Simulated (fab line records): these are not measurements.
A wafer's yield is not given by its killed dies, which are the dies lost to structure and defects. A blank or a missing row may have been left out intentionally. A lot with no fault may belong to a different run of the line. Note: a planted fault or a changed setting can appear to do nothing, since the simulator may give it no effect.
Matching of chambers	flow nand_harc	NHARC_A_M1_PRE_CLEAN_32 on pecvd-04: 3 sister chambers
The step time 12 s. 20 wafers are shown with their chamber, then 10 later ones without.

## WAFERS WITH THEIR CHAMBER
wafer	chamber	heater_power_w (W)
L075.3	1	540
L075.4	2	555
L075.6	1	548
L077.2	0	538
L077.3	2	562
L077.5	2	559
L078.1	2	572
L078.4	2	552
L078.5	0	594
L080.3	2	536
L080.5	0	541
L080.6	1	575
L079.2	2	499
L079.5	2	510
L079.6	0	567
L082.1	1	604
L082.4	2	552
L082.6	0	611
L086.1	1	600
L086.3	2	488

SIGNATURES (means of the wafers above)
reading	chamber 0	chamber 1	chamber 2	scatter within a chamber
heater_power_w	570.20	573.40	538.50	29.9
Rule: for a wafer and a chamber, the distance is found by dividing, reading by reading, the gap between the wafer's reading and the chamber's mean by the reading's scatter, squaring, summing and taking the root. If the next closest chamber is less than 2 further off than the closest, the wafer can't be placed; otherwise it belongs to the closest. The scatter: take each reading less its chamber's mean, square it, sum over the shown wafers, divide by the number of wafers less the number of chambers, and take the root.

## WAFERS WITHOUT THEIR CHAMBER
wafer	heater_power_w (W)
L086.4	555
L093.2	553
L093.3	571
L093.6	578
L094.4	498
L094.5	660
L094.6	595
L096.3	663
L096.4	666
L096.5	552

## CHAMBER TAKEN BY EACH
wafer	from the rows above	in truth
L086.4	can't be placed: 0 or 2 or 1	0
L093.2	can't be placed: 2 or 0 or 1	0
L093.3	can't be placed: 0 or 1 or 2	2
L093.6	can't be placed: 1 or 0 or 2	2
L094.4	can't be placed: 2 or 0 or 1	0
L094.5	can't be placed: 1 or 0 or 2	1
L094.6	can't be placed: 1 or 0 or 2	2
L096.3	can't be placed: 1 or 0 or 2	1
L096.4	can't be placed: 1 or 0 or 2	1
L096.5	can't be placed: 2 or 0 or 1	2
0 of 10 placed correctly. From these rows, 10 cannot be placed; in 10 the true chamber is one of the candidates. 0 placed wrongly.
